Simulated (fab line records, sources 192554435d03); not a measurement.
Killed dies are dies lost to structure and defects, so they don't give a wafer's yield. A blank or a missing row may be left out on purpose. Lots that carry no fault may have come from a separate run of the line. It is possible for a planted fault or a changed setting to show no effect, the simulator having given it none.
Comparing a struck lot with a sound one    flow n5-finfet    32 out of 1938 route steps
Sound: the wafers L110.1, L110.3, L110.6. Struck: wafer L117.6; the same lot's L117.3 was not struck, so it is left out; see the end for the cause.
Per side, at each step with rows, come the tool, then ch with its chambers, and then its first start. Under that, the readings that differ: sound wafers    struck wafers    difference of the means    sigmas: that difference in standard deviations of wafers without a fault.
alike: words and numbers the same on both sides, and readings whose means are apart by under 2 such deviations; not compared: readings that were withheld, readings missing a value for some wafer, numbers with overlapping values and no deviation given by the record, and bounds like >300 which may hide the same value.
The two part at a step that has a row with sigmas, a row that says differs or no value, or rows on one side only. When numbers do not overlap yet have no deviation, they are printed without sigmas and do not part them. Lack of a reading on every wafer of one side parts them only where that side has two or more wafers.

first, 5 steps without rows for these wafers: N5_BEOL_M12_SOFTBAKE_23 (time 60 s); N5_BEOL_M12_EXPOSE_25 (exposes mask M12); N5_BEOL_M12_PEB_26 (peb time 90 s); N5_BEOL_M12_DEVELOP_27 (develop time 45 s); N5_BEOL_M12_HARDBAKE_32 (time 120 s).
N5_BEOL_M12_CD_MEAS_28: the cd target is 160.2 nm.
  sound on cd-sem-01 ch 0, day 14 18:11; struck on cd-sem-01 ch 0, day 16 10:17
  alike: cd-nm
N5_BEOL_M12_OVL_MEAS_29:
  sound on overlay-01 ch 0, day 14 18:13; struck on overlay-02 ch 0, day 16 10:19
  alike: M12_OVL
N5_BEOL_M12_INSPECT_30: inspects for defects (macro).
  sound: defect-inspect-02 at day 14 18:15; struck: defect-inspect-02 at day 16 10:20
  alike: raw-defect-count
N5_BEOL_M12_DESCUM_33: chemistry O2, time 7.9 s.
  sound on rie-diel-01 ch 0,1,3, day 14 18:56; struck on rie-diel-03 ch 3, day 16 10:28
reading                          sound              struck  difference  sigmas
oes-product-au (a.u.)            0.71 0.74 0.79     0.89    +0.14       +2
rf-vpp-V (V)                     240.6 241.2 242.6  244.6   +3.1        +2
showerhead-plenum-p-Torr (Torr)  1.90 1.99 2.03     2.14    +0.17       +2
  alike: drypump-motor-current-A, throttle-valve-pct
  not compared: rf-hours-counter-h
then, 1 step without rows for these wafers: N5_BEOL_M12_ETCH_67 (etches SiARC in CF4, target depth 143 nm, time 238.3 s).
N5_BEOL_M12_ETCH_68: etches SOC in N2/H2, time 285 s.
  sound on rie-diel-01 ch 0,1,3, day 14 19:07; struck on rie-diel-03 ch 3, day 16 10:39
reading                          sound              struck  difference  sigmas
oes-product-au (a.u.)            0.71 0.74 0.79     0.90    +0.15       +2
rf-vpp-V (V)                     517.4 520.9 520.7  525.9   +6.2        +2
showerhead-plenum-p-Torr (Torr)  2.30 2.41 2.48     2.60    +0.20       +2
  alike: drypump-motor-current-A, throttle-valve-pct
  not compared: rf-hours-counter-h
then, 1 step without rows for these wafers: N5_BEOL_M12_STRIP_69 (strips in N2/H2).
N5_BEOL_M12_TRENCH_ETCH_34: etches SiOC in C4F8/O2/Ar, target depth 318.95 nm, time 125.5 s.
  sound on rie-diel-01 ch 0,1,3, day 14 19:18; struck on rie-diel-03 ch 3, day 16 10:50
reading                          sound            struck  difference  sigmas
oes-product-au (a.u.)            0.72 0.74 0.79   0.89    +0.14       +2
rf-vpp-V (V)                     659 662 661      668     +7          +2
showerhead-plenum-p-Torr (Torr)  3.11 3.26 3.31   3.49    +0.26       +2
model.etch.depth-nm (nm)         313 317.1 325.8  296.6   -22.0       
  alike: drypump-motor-current-A, throttle-valve-pct
  not compared: rf-hours-counter-h
then, 1 step without rows for these wafers: N5_BEOL_M12_STRIP_70 (strips in C4F8/O2/Ar).
N5_BEOL_M12_OCD_MEAS_35:
  sound: ocd-02 at day 14 19:27; struck: ocd-01 at day 16 10:59
reading               sound        struck  difference  sigmas
trench-depth-nm (nm)  313 317 326  296     -23         -4
then, 7 steps without rows for these wafers: N5_BEOL_M12_STRIP_37 (strips in N2/H2); N5_BEOL_M12_ETCH_38 (etches SiCN in CF4/N2, target depth 68.7 nm, time 73.4 s); N5_BEOL_M12_PRECLEAN_39 (cleans in residue remover, time 60 s); N5_BEOL_M12_SRD_40 (time 30 s, dry time 30 s); N5_BEOL_M12_DEGAS_41 (time 60 s); N5_BEOL_M12_PRE_CLEAN_42 (time 30 s); N5_BEOL_M12_SPUTTER_43 (material TaN, target thk 15 nm, time 24.19 s).
N5_BEOL_M12_SPUTTER_44: material Ta, target thk 10 nm, time 16.13 s.
  sound: pvd-sputter-02 at day 14 21:25; struck: pvd-sputter-02 at day 16 15:43
  alike: throttle-valve-pct
N5_BEOL_M12_SPUTTER_45: material Cu, target thk 80 nm, time 13.33 s.
  sound: pvd-sputter-02 at day 14 21:30; struck: pvd-sputter-02 at day 16 15:48
  alike: throttle-valve-pct
then, 1 step without rows for these wafers: N5_BEOL_M12_ECD_47 (material Cu, target thk 720 nm).
N5_BEOL_M12_ANNEAL_48: time 90 s.
  sound on rtp-anneal-02 ch 0, day 14 21:46; struck on rtp-anneal-01 ch 0, day 16 16:09
  alike: wafer_temp_C_max
N5_BEOL_M12_CMP_49: polishes, stops on SiOC, t overpolish 20.6 s, target thk 320 nm.
  sound on cmp-02 ch 1,2,3, day 14 22:05; struck on cmp-02 ch 3, day 16 16:21
reading                                  sound              struck  difference  sigmas
model.Cu_of_BEOL_M12_ECD_47.thk-nm (nm)  314.4 316.4 327.8  298.4   -21.1       
  alike: barrier-field-endpoint-s, clearing-platen-rpm, motor-current-A, overpolish-run-s, slurry-filter-dp-kPa
N5_BEOL_M12_THK_MEAS_50: measures by xrf.
  sound: film-metro-01 at day 14 22:21; struck: film-metro-01 at day 16 16:39
reading       sound        struck  difference  sigmas
M12_THK (nm)  320 322 333  299     -26         -4
then, 2 steps without rows for these wafers: N5_BEOL_M12_PRE_CLEAN_52 (time 15 s); N5_BEOL_M12_DEP_53 (deposits SiCN from 3MS/NH3, target thk 30 nm, time 10.5 s).
N5_BEOL_M12_RS_MEAS_54: a four-point-probe measurement.
  sound: film-metro-01 at day 14 22:29; struck: film-metro-01 at day 16 16:47
reading          sound                 struck  difference  sigmas
M12_RS (ohm/sq)  0.0610 0.0607 0.0586  0.0646  +0.0045     +4
N5_BEOL_M12_INSPECT_55: inspects for defects (darkfield).
  sound: defect-inspect-02 at day 14 22:30; struck: defect-inspect-02 at day 16 16:48
  alike: raw-defect-count

## WHERE THEY PART
Earliest at N5_BEOL_M12_DESCUM_33; latest, in this record, at N5_BEOL_M12_RS_MEAS_54. Later steps at which nothing parts them and some readings are alike: N5_BEOL_M12_INSPECT_55.

WHY: what the simulator had put in
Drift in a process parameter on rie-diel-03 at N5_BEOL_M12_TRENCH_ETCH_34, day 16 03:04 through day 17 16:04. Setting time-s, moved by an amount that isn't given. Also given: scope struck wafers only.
